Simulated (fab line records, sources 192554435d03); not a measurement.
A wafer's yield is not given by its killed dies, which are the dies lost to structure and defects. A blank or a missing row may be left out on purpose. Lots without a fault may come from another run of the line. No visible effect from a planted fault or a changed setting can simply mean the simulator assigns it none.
The tool behind it: which one? || flow n5_finfet || 30 wafers from 10 lots sampled at 6 of the route's 1938 steps

## WHAT EACH GAUGE READ, for each wafer
N5_BEOL_M2_INSPECT_59: inspects for defects (darkfield). Usual: raw_defect_count 75, standard deviation 24.
{"lot": "L247", "measured": "day 7 04:44", "on": "defect_inspect-02", "raw_defect_count": "92 67 80", "flag": ""}
{"lot": "L254", "measured": "day 9 00:07", "on": "defect_inspect-02", "raw_defect_count": "53 62 66", "flag": ""}
{"lot": "L257", "measured": "day 9 03:37", "on": "defect_inspect-01", "raw_defect_count": "115 122 46", "flag": ""}
{"lot": "L258", "measured": "day 9 20:20", "on": "defect_inspect-01", "raw_defect_count": "82 91 56", "flag": ""}
{"lot": "L259", "measured": "day 10 01:01", "on": "defect_inspect-02", "raw_defect_count": "83 62 57", "flag": ""}
{"lot": "L260", "measured": "day 10 05:44", "on": "defect_inspect-01", "raw_defect_count": "86 67 61", "flag": ""}
{"lot": "L263", "measured": "day 10 20:07", "on": "defect_inspect-02", "raw_defect_count": "66 66 74", "flag": ""}
{"lot": "L264", "measured": "day 11 02:19", "on": "defect_inspect-02", "raw_defect_count": "52 36 58", "flag": ""}
{"lot": "L265", "measured": "day 11 10:32", "on": "defect_inspect-02", "raw_defect_count": "78 53 41", "flag": ""}
{"lot": "L270", "measured": "day 12 19:59", "on": "defect_inspect-02", "raw_defect_count": "39 49 81", "flag": ""}

N5_BEOL_M4_RC_MEAS_101. Usual: DIBL_N 36.6 mV/V, standard deviation 1.7; DIBL_P 36.7 mV/V, standard deviation 2; IOFF_N 0.16 nA/um, standard deviation 0.033; IOFF_P 0.22 nA/um, standard deviation 0.04; ION_N 673 uA/um, standard deviation 12; ION_P 463 uA/um, standard deviation 7.9; SS_N 71.7 mV/dec, standard deviation 0.58; SS_P 73.3 mV/dec, standard deviation 0.64; VT_N 249 mV, standard deviation 3.3; VT_P -249 mV, standard deviation 3.1.
{"lot": "L247", "measured": "day 8 00:14", "on": "prober-01", "DIBL_N (mV/V)": "38.0 36.7 36.3", "DIBL_P (mV/V)": "37.8 37.3 36.9", "IOFF_N (nA/um)": "0.16 0.15 0.15", "IOFF_P (nA/um)": "0.25 0.24 0.23", "ION_N (uA/um)": "675 668 670", "ION_P (uA/um)": "466 464 467", "SS_N (mV/dec)": "71.7 71.6 72.2", "SS_P (mV/dec)": "74.1 74.2 73.8", "VT_N (mV)": "250 250 250", "VT_P (mV)": "-247 -247 -248", "flag": ""}
{"lot": "L254", "measured": "day 9 14:52", "on": "prober-02", "DIBL_N (mV/V)": "36.4 35.3 37.1", "DIBL_P (mV/V)": "33.6 33.9 35.6", "IOFF_N (nA/um)": "0.15 0.13 0.15", "IOFF_P (nA/um)": "0.16 0.17 0.19", "ION_N (uA/um)": "659 662 655", "ION_P (uA/um)": "444 460 451", "SS_N (mV/dec)": "72.3 71.5 72.4", "SS_P (mV/dec)": "72.5 72.7 73.2", "VT_N (mV)": "252 254 253", "VT_P (mV)": "-255 -250 -251", "flag": ""}
{"lot": "L257", "measured": "day 10 03:05", "on": "prober-02", "DIBL_N (mV/V)": "39.5 35.9 37.6", "DIBL_P (mV/V)": "39.5 36.2 37.4", "IOFF_N (nA/um)": "0.24 0.15 0.17", "IOFF_P (nA/um)": "0.32 0.24 0.25", "ION_N (uA/um)": "696 672 660", "ION_P (uA/um)": "481 473 458", "SS_N (mV/dec)": "72.6 72.1 71.8", "SS_P (mV/dec)": "74.8 73.4 73.1", "VT_N (mV)": "244 252 249", "VT_P (mV)": "-240 -244 -246", "flag": ""}
{"lot": "L258", "measured": "day 10 17:08", "on": "prober-01", "DIBL_N (mV/V)": "35.1 35.9 36.2", "DIBL_P (mV/V)": "36.0 36.4 37.3", "IOFF_N (nA/um)": "0.15 0.18 0.19", "IOFF_P (nA/um)": "0.22 0.23 0.25", "ION_N (uA/um)": "673 663 678", "ION_P (uA/um)": "458 456 469", "SS_N (mV/dec)": "71.7 72.3 71.9", "SS_P (mV/dec)": "73.3 74.0 73.4", "VT_N (mV)": "250 249 249", "VT_P (mV)": "-246 -249 -248", "flag": ""}
{"lot": "L259", "measured": "day 10 23:00", "on": "prober-01", "DIBL_N (mV/V)": "38.0 38.7 37.4", "DIBL_P (mV/V)": "36.8 37.3 36.1", "IOFF_N (nA/um)": "0.17 0.19 0.16", "IOFF_P (nA/um)": "0.23 0.25 0.23", "ION_N (uA/um)": "673 683 670", "ION_P (uA/um)": "459 459 462", "SS_N (mV/dec)": "72.2 72.0 71.8", "SS_P (mV/dec)": "73.5 74.0 73.5", "VT_N (mV)": "249 248 250", "VT_P (mV)": "-250 -247 -248", "flag": ""}
{"lot": "L260", "measured": "day 11 02:02", "on": "prober-02", "DIBL_N (mV/V)": "37.9 35.9 38.4", "DIBL_P (mV/V)": "37.2 35.2 38.3", "IOFF_N (nA/um)": "0.17 0.13 0.20", "IOFF_P (nA/um)": "0.22 0.20 0.25", "ION_N (uA/um)": "676 666 698", "ION_P (uA/um)": "457 456 477", "SS_N (mV/dec)": "72.0 71.5 72.0", "SS_P (mV/dec)": "73.1 72.8 73.8", "VT_N (mV)": "249 252 246", "VT_P (mV)": "-250 -249 -245", "flag": ""}
{"lot": "L263", "measured": "day 12 15:04", "on": "prober-01", "DIBL_N (mV/V)": "38.5 33.3 37.5", "DIBL_P (mV/V)": "39.1 33.7 38.1", "IOFF_N (nA/um)": "0.21 0.12 0.19", "IOFF_P (nA/um)": "0.25 0.16 0.24", "ION_N (uA/um)": "695 678 675", "ION_P (uA/um)": "472 468 473", "SS_N (mV/dec)": "71.6 70.8 71.2", "SS_P (mV/dec)": "73.3 72.7 73.4", "VT_N (mV)": "244 251 247", "VT_P (mV)": "-249 -256 -252", "flag": ""}
{"lot": "L264", "measured": "day 12 15:14", "on": "prober-02", "DIBL_N (mV/V)": "33.8 36.3 40.6", "DIBL_P (mV/V)": "32.9 36.2 42.1", "IOFF_N (nA/um)": "0.11 0.16 0.27", "IOFF_P (nA/um)": "0.17 0.23 0.35", "ION_N (uA/um)": "653 667 686", "ION_P (uA/um)": "454 462 471", "SS_N (mV/dec)": "71.0 71.6 72.9", "SS_P (mV/dec)": "71.8 72.4 74.0", "VT_N (mV)": "254 247 239", "VT_P (mV)": "-251 -245 -246", "flag": ""}
{"lot": "L265", "measured": "day 12 18:20", "on": "prober-02", "DIBL_N (mV/V)": "34.3 34.9 35.1", "DIBL_P (mV/V)": "35.1 35.1 35.3", "IOFF_N (nA/um)": "0.12 0.13 0.13", "IOFF_P (nA/um)": "0.18 0.18 0.19", "ION_N (uA/um)": "663 658 661", "ION_P (uA/um)": "460 455 461", "SS_N (mV/dec)": "70.5 70.7 71.6", "SS_P (mV/dec)": "72.7 72.0 73.0", "VT_N (mV)": "253 251 254", "VT_P (mV)": "-251 -254 -252", "flag": ""}
{"lot": "L270", "measured": "day 13 20:07", "on": "prober-01", "DIBL_N (mV/V)": "35.2 35.2 35.2", "DIBL_P (mV/V)": "34.2 34.8 34.8", "IOFF_N (nA/um)": "0.14 0.14 0.14", "IOFF_P (nA/um)": "0.21 0.22 0.22", "ION_N (uA/um)": "664 677 667", "ION_P (uA/um)": "461 471 464", "SS_N (mV/dec)": "71.9 72.0 71.6", "SS_P (mV/dec)": "72.5 72.5 72.4", "VT_N (mV)": "250 251 250", "VT_P (mV)": "-246 -248 -246", "flag": ""}

## WHAT TOOL EACH LOT RAN ON (gives the tool, then ch and the chambers of the sampled wafers, and finally the start)
{"lot": "L247", "N5_BEOL_M2_SPUTTER_90": "pvd_sputter-02, day 7 03:01", "N5_BEOL_M2_SPUTTER_94": "pvd_sputter-02, day 7 03:27", "N5_BEOL_M2_ECD_50": "ecd_cu-01 ch 0,1, day 7 03:47", "N5_BEOL_M2_CMP_52": "cmp-03 ch 0,2,3, day 7 04:10"}
{"lot": "L254", "N5_BEOL_M2_SPUTTER_90": "pvd_sputter-03, day 8 22:10", "N5_BEOL_M2_SPUTTER_94": "pvd_sputter-03, day 8 22:37", "N5_BEOL_M2_ECD_50": "ecd_cu-01 ch 0,1, day 8 22:58", "N5_BEOL_M2_CMP_52": "cmp-01 ch 0,2, day 8 23:35"}
{"lot": "L257", "N5_BEOL_M2_SPUTTER_90": "pvd_sputter-03, day 9 01:52", "N5_BEOL_M2_SPUTTER_94": "pvd_sputter-03, day 9 02:19", "N5_BEOL_M2_ECD_50": "ecd_cu-01 ch 0,1, day 9 02:39", "N5_BEOL_M2_CMP_52": "cmp-01 ch 1,3, day 9 03:04"}
{"lot": "L258", "N5_BEOL_M2_SPUTTER_90": "pvd_sputter-03, day 9 18:35", "N5_BEOL_M2_SPUTTER_94": "pvd_sputter-03, day 9 19:01", "N5_BEOL_M2_ECD_50": "ecd_cu-02 ch 0,1, day 9 19:22", "N5_BEOL_M2_CMP_52": "cmp-04 ch 0,1, day 9 19:47"}
{"lot": "L259", "N5_BEOL_M2_SPUTTER_90": "pvd_sputter-01, day 9 23:17", "N5_BEOL_M2_SPUTTER_94": "pvd_sputter-01, day 9 23:43", "N5_BEOL_M2_ECD_50": "ecd_cu-01 ch 0,1, day 10 00:04", "N5_BEOL_M2_CMP_52": "cmp-01 ch 0,1,3, day 10 00:26"}
{"lot": "L260", "N5_BEOL_M2_SPUTTER_90": "pvd_sputter-02, day 10 03:38", "N5_BEOL_M2_SPUTTER_94": "pvd_sputter-02, day 10 04:05", "N5_BEOL_M2_ECD_50": "ecd_cu-01 ch 0,1, day 10 04:25", "N5_BEOL_M2_CMP_52": "cmp-01 ch 0,3, day 10 05:08"}
{"lot": "L263", "N5_BEOL_M2_SPUTTER_90": "pvd_sputter-03, day 10 17:56", "N5_BEOL_M2_SPUTTER_94": "pvd_sputter-03, day 10 18:23", "N5_BEOL_M2_ECD_50": "ecd_cu-02 ch 0,1, day 10 18:44", "N5_BEOL_M2_CMP_52": "cmp-03 ch 1,2, day 10 19:33"}
{"lot": "L264", "N5_BEOL_M2_SPUTTER_90": "pvd_sputter-01, day 11 00:19", "N5_BEOL_M2_SPUTTER_94": "pvd_sputter-01, day 11 00:45", "N5_BEOL_M2_ECD_50": "ecd_cu-01 ch 1, day 11 01:05", "N5_BEOL_M2_CMP_52": "cmp-03 ch 1,3, day 11 01:46"}
{"lot": "L265", "N5_BEOL_M2_SPUTTER_90": "pvd_sputter-02, day 11 08:48", "N5_BEOL_M2_SPUTTER_94": "pvd_sputter-02, day 11 09:14", "N5_BEOL_M2_ECD_50": "ecd_cu-02 ch 0,1, day 11 09:35", "N5_BEOL_M2_CMP_52": "cmp-04 ch 1,2,3, day 11 10:02"}
{"lot": "L270", "N5_BEOL_M2_SPUTTER_90": "pvd_sputter-03, day 12 18:15", "N5_BEOL_M2_SPUTTER_94": "pvd_sputter-03, day 12 18:41", "N5_BEOL_M2_ECD_50": "ecd_cu-02 ch 0,1, day 12 19:02", "N5_BEOL_M2_CMP_52": "cmp-01 ch 0,1,3, day 12 19:25"}
- N5_BEOL_M2_SPUTTER_90: material Cu, target thk 4.5 nm, time 8.29 s.
- N5_BEOL_M2_SPUTTER_94: material Cu, target thk 4.5 nm, time 8.29 s.
- N5_BEOL_M2_ECD_50: material Cu, target thk 300 nm.
- N5_BEOL_M2_CMP_52: polishes, stops on SiOC, t overpolish 6.8 s, target thk 40 nm.

## WHAT THE TOOLS THEMSELVES READ (means of the sampled wafers that have a number; where no wafer has one, the mark that the record gives instead)
N5_BEOL_M2_SPUTTER_90. Usual: susceptor_temp_C -19.99 C, standard deviation 0.11; throttle_valve_pct 29.9 %, standard deviation 0.94.
{"lot": "L247", "tool": "pvd_sputter-02", "susceptor_temp_C (C)": -19.94, "throttle_valve_pct (%)": 29.9, "flag": ""}
{"lot": "L254", "tool": "pvd_sputter-03", "susceptor_temp_C (C)": -19.90, "throttle_valve_pct (%)": 29.8, "flag": ""}
{"lot": "L257", "tool": "pvd_sputter-03", "susceptor_temp_C (C)": -20.04, "throttle_valve_pct (%)": 30.8, "flag": ""}
{"lot": "L258", "tool": "pvd_sputter-03", "susceptor_temp_C (C)": -19.93, "throttle_valve_pct (%)": 29.9, "flag": ""}
{"lot": "L259", "tool": "pvd_sputter-01", "susceptor_temp_C (C)": -19.95, "throttle_valve_pct (%)": 30.5, "flag": ""}
{"lot": "L260", "tool": "pvd_sputter-02", "susceptor_temp_C (C)": -19.90, "throttle_valve_pct (%)": 28.7, "flag": ""}
{"lot": "L263", "tool": "pvd_sputter-03", "susceptor_temp_C (C)": -19.97, "throttle_valve_pct (%)": 31.1, "flag": ""}
{"lot": "L264", "tool": "pvd_sputter-01", "susceptor_temp_C (C)": -19.99, "throttle_valve_pct (%)": 30.4, "flag": ""}
{"lot": "L265", "tool": "pvd_sputter-02", "susceptor_temp_C (C)": -20.04, "throttle_valve_pct (%)": 30.0, "flag": ""}
{"lot": "L270", "tool": "pvd_sputter-03", "susceptor_temp_C (C)": -20.09, "throttle_valve_pct (%)": 30.8, "flag": ""}

N5_BEOL_M2_SPUTTER_94. Usual: susceptor_temp_C -20.01 C, standard deviation 0.11; throttle_valve_pct 29.9 %, standard deviation 0.96.
{"lot": "L247", "tool": "pvd_sputter-02", "susceptor_temp_C (C)": -20.01, "throttle_valve_pct (%)": 30.0, "flag": ""}
{"lot": "L254", "tool": "pvd_sputter-03", "susceptor_temp_C (C)": -20.08, "throttle_valve_pct (%)": 30.0, "flag": ""}
{"lot": "L257", "tool": "pvd_sputter-03", "susceptor_temp_C (C)": -19.99, "throttle_valve_pct (%)": 30.6, "flag": ""}
{"lot": "L258", "tool": "pvd_sputter-03", "susceptor_temp_C (C)": -19.94, "throttle_valve_pct (%)": 29.9, "flag": ""}
{"lot": "L259", "tool": "pvd_sputter-01", "susceptor_temp_C (C)": -20.04, "throttle_valve_pct (%)": 30.4, "flag": ""}
{"lot": "L260", "tool": "pvd_sputter-02", "susceptor_temp_C (C)": -20.03, "throttle_valve_pct (%)": 28.8, "flag": ""}
{"lot": "L263", "tool": "pvd_sputter-03", "susceptor_temp_C (C)": -20.15, "throttle_valve_pct (%)": 31.4, "flag": ""}
{"lot": "L264", "tool": "pvd_sputter-01", "susceptor_temp_C (C)": -19.97, "throttle_valve_pct (%)": 30.5, "flag": ""}
{"lot": "L265", "tool": "pvd_sputter-02", "susceptor_temp_C (C)": -19.91, "throttle_valve_pct (%)": 30.0, "flag": ""}
{"lot": "L270", "tool": "pvd_sputter-03", "susceptor_temp_C (C)": -19.95, "throttle_valve_pct (%)": 30.9, "flag": ""}

N5_BEOL_M2_CMP_52. Usual: motor_current_A 6.0 A, standard deviation 0.49; time_to_endpoint_s 64 s, standard deviation 3.
{"lot": "L247", "tool": "cmp-03", "motor_current_A (A)": 6.0, "time_to_endpoint_s (s)": 64, "flag": ""}
{"lot": "L254", "tool": "cmp-01", "motor_current_A (A)": 5.7, "time_to_endpoint_s (s)": 66, "flag": ""}
{"lot": "L257", "tool": "cmp-01", "motor_current_A (A)": 5.7, "time_to_endpoint_s (s)": 62, "flag": ""}
{"lot": "L258", "tool": "cmp-04", "motor_current_A (A)": 5.9, "time_to_endpoint_s (s)": 65, "flag": ""}
{"lot": "L259", "tool": "cmp-01", "motor_current_A (A)": 5.6, "time_to_endpoint_s (s)": 62, "flag": ""}
{"lot": "L260", "tool": "cmp-01", "motor_current_A (A)": 6.0, "time_to_endpoint_s (s)": 52, "flag": "OFF"}
{"lot": "L263", "tool": "cmp-03", "motor_current_A (A)": 5.7, "time_to_endpoint_s (s)": 62, "flag": ""}
{"lot": "L264", "tool": "cmp-03", "motor_current_A (A)": 5.9, "time_to_endpoint_s (s)": 48, "flag": "OFF"}
{"lot": "L265", "tool": "cmp-04", "motor_current_A (A)": 6.5, "time_to_endpoint_s (s)": 62, "flag": ""}
{"lot": "L270", "tool": "cmp-01", "motor_current_A (A)": 5.7, "time_to_endpoint_s (s)": 67, "flag": ""}

## THE ANSWER, worked out from the rows above alone
Rule: a lot is off if the mean of its wafers that have a number lies more than 3 standard deviations from the usual mean. Also off: a lot with no number at a reading for which 4 or more lots have one. Where the step has rows for the other lots, those lots are counted as sound. First the gauges in route order, then the tools' own readings, where a lot's mean is used as printed above. The first step at which some lot is off is used, and at that step the reading that is off furthest; a lot without a number counts as furthest.
Off, at N5_BEOL_M2_CMP_52 on time_to_endpoint_s: L260, L264.
A tool fits if, at that step or a process step before it, it ran every lot that is off, and no sound lot after the first of them. One candidate fits, namely ecd_cu-01 at N5_BEOL_M2_ECD_50. A fault onset in the window from L259 (day 10 00:04, its last sound lot) to L260 (day 10 04:25, its first lot off) fits.

## WHAT THE SIMULATOR HAD PUT IN
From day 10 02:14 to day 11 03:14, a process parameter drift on ecd_cu-01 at N5_BEOL_M2_ECD_50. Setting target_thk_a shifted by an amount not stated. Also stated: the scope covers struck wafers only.
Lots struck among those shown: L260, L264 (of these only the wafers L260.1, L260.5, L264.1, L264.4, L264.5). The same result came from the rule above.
